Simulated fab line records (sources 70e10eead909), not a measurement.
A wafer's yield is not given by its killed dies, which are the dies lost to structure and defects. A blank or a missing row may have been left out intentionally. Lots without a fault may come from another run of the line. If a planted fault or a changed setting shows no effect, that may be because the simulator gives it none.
Which of the tools did it? | flow nandHarc | 72 wafers from 24 lots sampled at 6 of the route's 1159 steps

== WHAT THE GAUGES SHOWED, per wafer ==
NHARC_A_BONDPAD_OVL_MEAS_35. Usual: overlayXNm 1 nm, standard deviation 5.3; overlayYNm -2 nm, standard deviation 5.1.
lot  | measured     | on         | overlayXNm (nm) | overlayYNm (nm) | flag
L074 | day 17 19:19 | overlay-01 | -3 -3 -3        | -4 -5 -4        | 
L075 | day 18 02:48 | overlay-01 | -1 -1 -1        | -4 -3 -4        | 
L076 | day 18 03:40 | overlay-02 | 7 6 7           | -6 -5 -6        | 
L078 | day 18 05:52 | overlay-01 | 3 2 2           | 3 2 2           | 
L077 | day 18 08:34 | overlay-02 | -4 -4 -4        | -8 -8 -7        | 
L079 | day 19 06:04 | overlay-02 | 1 0 0           | 1 2 1           | 
L080 | day 19 20:33 | overlay-01 | -12 -12 -11     | 0 0 0           | 
L081 | day 19 21:14 | overlay-01 | 4 4 4           | 2 3 3           | 
L082 | day 20 04:23 | overlay-02 | -3 -2 -2        | 0 0 0           | 
L083 | day 20 04:47 | overlay-01 | 6 6 6           | 5 5 5           | 
L085 | day 20 13:11 | overlay-02 | 7 7 6           | -4 -4 -5        | 
L086 | day 20 22:26 | overlay-02 | 3 3 3           | -11 -11 -10     | 
L087 | day 20 22:56 | overlay-01 | 5 5 5           | -1 -2 -2        | 
L089 | day 21 08:15 | overlay-01 | 2 1 2           | 6 7 7           | 
L084 | day 21 08:52 | overlay-01 | 7 7 8           | -1 -2 -1        | 
L088 | day 21 12:46 | overlay-02 | 0 0 0           | -8 -8 -8        | 
L090 | day 21 19:33 | overlay-02 | -8 -8 -7        | 2 1 1           | 
L091 | day 22 09:06 | overlay-01 | -5 -5 -5        | 7 7 6           | 
L093 | day 22 15:10 | overlay-02 | 2 2 2           | 1 1 0           | 
L094 | day 22 16:48 | overlay-01 | 9 9 10          | -6 -5 -5        | 
L092 | day 23 00:23 | overlay-01 | 8 8 7           | -7 -8 -8        | 
L097 | day 23 11:45 | overlay-01 | -5 -4 -4        | 5 5 5           | 
L095 | day 23 14:22 | overlay-01 | 0 1 0           | 0 -1 -1         | 
L096 | day 23 16:07 | overlay-02 | 7 7 7           | -11 -12 -12     | 

NHARC_HYBRID_BOND_OVL_MEAS_05. Usual: overlayXNm -3 nm, standard deviation 31; overlayYNm 6 nm, standard deviation 34.
lot  | measured     | on         | overlayXNm (nm) | overlayYNm (nm) | flag
L074 | day 18 12:36 | overlay-02 | 26 -30 12       | 47 -7 67        | 
L075 | day 18 12:36 | overlay-01 | 1 -23 48        | 27 -34 1        | 
L076 | day 19 00:31 | overlay-02 | -3 -48 3        | 9 11 8          | 
L078 | day 19 00:31 | overlay-01 | -44 25 5        | 43 52 0         | 
L077 | day 19 00:32 | overlay-02 | -65 -34 -49     | -1 46 -52       | 
L079 | day 19 19:53 | overlay-02 | -84 -1 -11      | -14 -32 -26     | 
L080 | day 20 09:43 | overlay-01 | 3 26 4          | 1 7 -42         | 
L081 | day 20 09:43 | overlay-02 | -19 15 1        | 51 39 27        | 
L082 | day 20 16:52 | overlay-02 | -44 -25 -50     | 70 68 39        | 
L083 | day 20 16:52 | overlay-01 | -7 -18 -43      | -5 27 54        | 
L085 | day 21 01:46 | overlay-02 | -20 10 6        | -2 18 89        | 
L086 | day 21 13:17 | overlay-02 | 23 -17 12       | -26 -11 -9      | 
L087 | day 21 13:17 | overlay-02 | 13 19 -8        | 22 -18 -21      | 
L089 | day 21 21:35 | overlay-02 | 20 -65 -14      | -5 34 18        | 
L084 | day 21 21:35 | overlay-01 | 53 24 -30       | -30 -24 48      | 
L088 | day 22 01:53 | overlay-01 | -11 8 -11       | -41 -85 -35     | 
L090 | day 22 11:35 | overlay-01 | -31 -3 2        | 60 17 21        | 
L091 | day 22 22:32 | overlay-02 | 44 -39 -1       | -5 -30 5        | 
L093 | day 23 06:07 | overlay-02 | -19 2 -17       | 23 16 1         | 
L094 | day 23 06:07 | overlay-01 | -17 -56 -17     | 86 -32 13       | 
L092 | day 23 14:50 | overlay-02 | -38 -17 -4      | -55 43 40       | 
L097 | day 24 00:19 | overlay-02 | -10 -20 -13     | 47 63 26        | 
L095 | day 24 00:19 | overlay-01 | -21 -65 -9      | 11 -5 -10       | 
L096 | day 24 05:10 | overlay-02 | 45 -41 -15      | -28 4 62        | 

== WHAT TOOL EACH LOT RAN ON (gives the tool, then ch and the chambers of the sampled wafers, and finally the start) ==
lot  | NHARC_A_BLC_DESCUM_15             | NHARC_A_BONDPAD_DEP_00                   | NHARC_A_BONDPAD_PVD_17                 | NHARC_A_BONDPAD_ANNEAL_28
L074 | rieDiel-04 ch 0,1,2, day 17 02:37 | pecvd-02 ch 0,2, day 17 18:02            | pvdSputter-01, day 17 21:14 or earlier | rtpAnneal-01 ch 0, day 17 21:14
L075 | rieDiel-13 ch 0,1,3, day 17 14:14 | pecvd-04 ch 0,1,2, day 18 01:35          | pvdSputter-02, day 18 04:38 or earlier | rtpAnneal-01 ch 0, day 18 04:38
L076 | rieDiel-04 ch 0,1,2, day 17 14:40 | pecvd-02 ch 0,1, day 18 02:31            | pvdSputter-03, day 18 05:31 or earlier | rtpAnneal-01 ch 0, day 18 05:31
L078 | rieDiel-13 ch 0,2,3, day 17 16:47 | pecvd-02 ch 0,1,2, day 18 04:45          | pvdSputter-03, day 18 08:28 or earlier | rtpAnneal-01 ch 0, day 18 08:28
L077 | rieDiel-05 ch 1,2,3, day 17 19:40 | pecvd-03 ch 0,1,2, day 18 07:18          | pvdSputter-03, day 18 10:25 or earlier | rtpAnneal-01 ch 0, day 18 10:25
L079 | rieDiel-05 ch 0,2,3, day 18 17:10 | pecvd-02 ch 0,1,2, day 19 04:46          | pvdSputter-03, day 19 07:52 or earlier | rtpAnneal-01 ch 0, day 19 07:52
L080 | rieDiel-05 ch 0,1,3, day 19 04:20 | pecvd-02 ch 0,1,2, day 19 19:19          | pvdSputter-03, day 19 22:31 or earlier | rtpAnneal-01 ch 0, day 19 22:31
L081 | rieDiel-05 ch 0,1, day 19 06:19   | pecvd-04 ch 0,1,2, day 19 20:04          | pvdSputter-01, day 19 23:26 or earlier | rtpAnneal-02 ch 0, day 19 23:26
L082 | rieDiel-05 ch 0,3, day 19 12:20   | pecvd-02 ch 0,1, day 20 03:17            | pvdSputter-02, day 20 06:16 or earlier | rtpAnneal-01 ch 0, day 20 06:16
L083 | rieDiel-13 ch 1,2, day 19 12:50   | pecvd-04 ch 0,2, day 20 04:47 or earlier | pvdSputter-01, day 20 06:49 or earlier | rtpAnneal-01 ch 0, day 20 06:49
L085 | rieDiel-05 ch 1,2, day 20 00:33   | pecvd-02 ch 0,2, day 20 11:59            | pvdSputter-03, day 20 15:02 or earlier | rtpAnneal-02 ch 0, day 20 15:02
L086 | rieDiel-05 ch 0,1,3, day 20 05:02 | pecvd-02 ch 0,2, day 20 21:08            | pvdSputter-03, day 21 00:42 or earlier | rtpAnneal-02 ch 0, day 21 00:42
L087 | rieDiel-05 ch 0,3, day 20 05:37   | pecvd-02 ch 1,2, day 20 21:35            | pvdSputter-02, day 21 01:04 or earlier | rtpAnneal-02 ch 0, day 21 01:04
L089 | rieDiel-05 ch 0,2, day 20 14:33   | pecvd-02 ch 0,1, day 21 07:10            | pvdSputter-01, day 21 10:15 or earlier | rtpAnneal-02 ch 0, day 21 10:15
L084 | rieDiel-05 ch 0,1,2, day 20 15:21 | pecvd-02 ch 1,2, day 21 07:32            | pvdSputter-03, day 21 10:54 or earlier | rtpAnneal-02 ch 0, day 21 10:54
L088 | rieDiel-05 ch 0,1, day 20 23:59   | pecvd-04 ch 0,1, day 21 11:34            | pvdSputter-02, day 21 14:39 or earlier | rtpAnneal-02 ch 0, day 21 14:39
L090 | rieDiel-13 ch 0,1,3, day 21 02:13 | pecvd-04 ch 0,1,2, day 21 18:22          | pvdSputter-01, day 21 22:13 or earlier | rtpAnneal-02 ch 0, day 21 22:13
L091 | rieDiel-13 ch 0,3, day 21 12:48   | pecvd-02 ch 0,1,2, day 22 07:55          | pvdSputter-01, day 22 11:10 or earlier | rtpAnneal-01 ch 0, day 22 11:10
L093 | rieDiel-13 ch 1,2,3, day 21 23:23 | pecvd-03 ch 0,1, day 22 13:50            | pvdSputter-03, day 22 17:35 or earlier | rtpAnneal-02 ch 0, day 22 17:35
L094 | rieDiel-04 ch 0,2,3, day 22 00:58 | pecvd-04 ch 0,1,2, day 22 15:36          | pvdSputter-02, day 22 18:40 or earlier | rtpAnneal-02 ch 0, day 22 18:40
L092 | rieDiel-13 ch 0,2, day 22 06:08   | pecvd-03 ch 0,2, day 22 23:08            | pvdSputter-02, day 23 02:14 or earlier | rtpAnneal-01 ch 0, day 23 02:14
L097 | rieDiel-05 ch 0,2,3, day 22 22:41 | pecvd-02 ch 0,1,2, day 23 10:29          | pvdSputter-01, day 23 13:37 or earlier | rtpAnneal-02 ch 0, day 23 13:37
L095 | rieDiel-05 ch 1,2,3, day 23 01:35 | pecvd-02 ch 1,2, day 23 13:04            | pvdSputter-03, day 23 16:19 or earlier | rtpAnneal-02 ch 0, day 23 16:19
L096 | rieDiel-04 ch 0,3, day 23 02:26   | pecvd-02 ch 0,2, day 23 14:59            | pvdSputter-02, day 23 18:18 or earlier | rtpAnneal-02 ch 0, day 23 18:18
- NHARC_A_BLC_DESCUM_15: chemistry O2, time 3 s.
- NHARC_A_BONDPAD_DEP_00: deposits SiCN, target thk 250 nm.
- NHARC_A_BONDPAD_PVD_17: deposits TaN, target thk 5 nm, time 8.06 s.
- NHARC_A_BONDPAD_ANNEAL_28: time 90 s.

== WHAT THE TOOLS THEMSELVES READ (means of the sampled wafers that have a number; where no wafer has one, the mark that the record gives instead) ==
NHARC_A_BLC_DESCUM_15. Usual: drypumpMotorCurrentA 5.9 A, standard deviation 0.43; oesProductAu 1.004 a.u., standard deviation 0.0081; rfVppV 57.7 V, standard deviation 0.89; showerheadPlenumPTorr 1.89 Torr, standard deviation 0.084; throttleValvePct 11.311 %, standard deviation 0.0094.
lot  | tool       | drypumpMotorCurrentA (A) | oesProductAu (a.u.) | rfVppV (V) | showerheadPlenumPTorr (Torr) | throttleValvePct (%) | flag
L074 | rieDiel-04 | 5.6                      | 1.004               | 57.5       | 1.82                         | 11.305               | 
L075 | rieDiel-13 | 5.8                      | 1.001               | 58.2       | 1.97                         | 11.314               | 
L076 | rieDiel-04 | 5.6                      | 0.996               | 57.6       | 1.82                         | 11.318               | 
L078 | rieDiel-13 | 5.8                      | 1.002               | 58.2       | 1.90                         | 11.324               | 
L077 | rieDiel-05 | 6.2                      | 1.014               | 57.9       | 1.90                         | 11.307               | 
L079 | rieDiel-05 | 6.1                      | 1.014               | 57.5       | 1.93                         | 11.313               | 
L080 | rieDiel-05 | 6.0                      | 0.998               | 57.3       | 1.88                         | 11.309               | 
L081 | rieDiel-05 | 5.8                      | 0.997               | 57.6       | 1.84                         | 11.324               | 
L082 | rieDiel-05 | 6.2                      | 1.005               | 57.9       | 1.94                         | 11.312               | 
L083 | rieDiel-13 | 5.6                      | 1.001               | 57.6       | 1.86                         | 11.300               | 
L085 | rieDiel-05 | 6.1                      | 1.015               | 57.2       | 1.88                         | 11.309               | 
L086 | rieDiel-05 | 6.0                      | 1.007               | 57.7       | 1.88                         | 11.316               | 
L087 | rieDiel-05 | 6.2                      | 1.002               | 58.5       | 1.94                         | 11.312               | 
L089 | rieDiel-05 | 6.0                      | 1.004               | 56.6       | 1.91                         | 11.312               | 
L084 | rieDiel-05 | 6.0                      | 1.003               | 57.2       | 1.86                         | 11.309               | 
L088 | rieDiel-05 | 5.8                      | 1.003               | 57.6       | 1.84                         | 11.316               | 
L090 | rieDiel-13 | 5.8                      | 1.003               | 57.8       | 1.96                         | 11.310               | 
L091 | rieDiel-13 | 5.6                      | 0.993               | 57.4       | 1.92                         | 11.310               | 
L093 | rieDiel-13 | 5.5                      | 1.012               | 57.5       | 1.88                         | 11.310               | 
L094 | rieDiel-04 | 5.3                      | 0.994               | 57.3       | 1.86                         | 11.311               | 
L092 | rieDiel-13 | 5.9                      | 1.000               | 58.4       | 1.87                         | 11.305               | 
L097 | rieDiel-05 | 6.1                      | 1.006               | 58.3       | 1.93                         | 11.316               | 
L095 | rieDiel-05 | 6.2                      | 1.018               | 58.3       | 1.89                         | 11.312               | 
L096 | rieDiel-04 | 5.1                      | 1.003               | 57.3       | 1.83                         | 11.306               | 

NHARC_A_BONDPAD_DEP_00. Usual: chamberPressureTorr 3.000 Torr, standard deviation 0.0061; heaterPowerW 617 W, standard deviation 61.
lot  | tool     | chamberPressureTorr (Torr) | heaterPowerW (W) | flag
L074 | pecvd-02 | 2.995                      | 672              | 
L075 | pecvd-04 | 2.998                      | 622              | 
L076 | pecvd-02 | 2.994                      | 624              | 
L078 | pecvd-02 | 3.006                      | 624              | 
L077 | pecvd-03 | 3.000                      | 597              | 
L079 | pecvd-02 | 2.996                      | 609              | 
L080 | pecvd-02 | 3.007                      | 576              | 
L081 | pecvd-04 | 2.995                      | 605              | 
L082 | pecvd-02 | 3.001                      | 647              | 
L083 | pecvd-04 | 2.996                      | 598              | 
L085 | pecvd-02 | 2.999                      | 659              | 
L086 | pecvd-02 | 3.001                      | 687              | 
L087 | pecvd-02 | 3.006                      | 593              | 
L089 | pecvd-02 | 2.997                      | 613              | 
L084 | pecvd-02 | 2.999                      | 583              | 
L088 | pecvd-04 | 3.008                      | 651              | 
L090 | pecvd-04 | 2.991                      | 604              | 
L091 | pecvd-02 | 3.001                      | 588              | 
L093 | pecvd-03 | 3.000                      | 506              | 
L094 | pecvd-04 | 3.003                      | 599              | 
L092 | pecvd-03 | 3.003                      | 633              | 
L097 | pecvd-02 | 3.008                      | 606              | 
L095 | pecvd-02 | 2.999                      | 575              | 
L096 | pecvd-02 | 3.000                      | 683              | 

NHARC_A_BONDPAD_PVD_17. Usual: 30.5 % for throttleValvePct, sd 0.93.
lot  | tool          | throttleValvePct (%) | flag
L074 | pvdSputter-01 | 31.3                 | 
L075 | pvdSputter-02 | 29.9                 | 
L076 | pvdSputter-03 | 30.9                 | 
L078 | pvdSputter-03 | 30.6                 | 
L077 | pvdSputter-03 | 30.8                 | 
L079 | pvdSputter-03 | 31.1                 | 
L080 | pvdSputter-03 | 30.6                 | 
L081 | pvdSputter-01 | 29.3                 | 
L082 | pvdSputter-02 | 30.4                 | 
L083 | pvdSputter-01 | 30.2                 | 
L085 | pvdSputter-03 | 31.0                 | 
L086 | pvdSputter-03 | 30.8                 | 
L087 | pvdSputter-02 | 29.8                 | 
L089 | pvdSputter-01 | 31.5                 | 
L084 | pvdSputter-03 | 31.2                 | 
L088 | pvdSputter-02 | 29.1                 | 
L090 | pvdSputter-01 | 30.6                 | 
L091 | pvdSputter-01 | 30.3                 | 
L093 | pvdSputter-03 | 30.7                 | 
L094 | pvdSputter-02 | 29.8                 | 
L092 | pvdSputter-02 | 30.5                 | 
L097 | pvdSputter-01 | 30.4                 | 
L095 | pvdSputter-03 | 30.7                 | 
L096 | pvdSputter-02 | 29.8                 | 

NHARC_A_BONDPAD_ANNEAL_28. Usual: 226.3 for wafer_temp_C_max, sd 0.37.
lot  | tool         | wafer_temp_C_max | flag
L074 | rtpAnneal-01 | 225.8            | 
L075 | rtpAnneal-01 | 226.4            | 
L076 | rtpAnneal-01 | 226.2            | 
L078 | rtpAnneal-01 | 226.1            | 
L077 | rtpAnneal-01 | 225.9            | 
L079 | rtpAnneal-01 | 226.0            | 
L080 | rtpAnneal-01 | 225.9            | 
L081 | rtpAnneal-02 | 226.7            | 
L082 | rtpAnneal-01 | 225.9            | 
L083 | rtpAnneal-01 | 225.9            | 
L085 | rtpAnneal-02 | 226.8            | 
L086 | rtpAnneal-02 | 226.5            | 
L087 | rtpAnneal-02 | 226.6            | 
L089 | rtpAnneal-02 | 226.2            | 
L084 | rtpAnneal-02 | 226.1            | 
L088 | rtpAnneal-02 | 226.7            | 
L090 | rtpAnneal-02 | 226.2            | 
L091 | rtpAnneal-01 | 225.6            | 
L093 | rtpAnneal-02 | 226.4            | 
L094 | rtpAnneal-02 | 226.5            | 
L092 | rtpAnneal-01 | 226.1            | 
L097 | rtpAnneal-02 | 226.8            | 
L095 | rtpAnneal-02 | 226.5            | 
L096 | rtpAnneal-02 | 226.4            | 

== THE ANSWER, worked out from the rows above alone ==
Rule: take the mean of a lot's wafers that have a number; if it is more than 3 standard deviations from the usual mean, the lot is off. A lot without any number at a reading at which 4 lots or more have one is off too. The other lots that the step has rows for count as sound. Order of review: gauges by route order, followed by the tools' own readings, for which a lot's mean as printed above is used. The first step at which some lot is off is used, and at that step the reading that is off furthest; a lot without a number counts as furthest.
Nothing can be told from this: no lot is off at any reading shown.

== WHAT WAS PUT IN BY THE SIMULATOR ==
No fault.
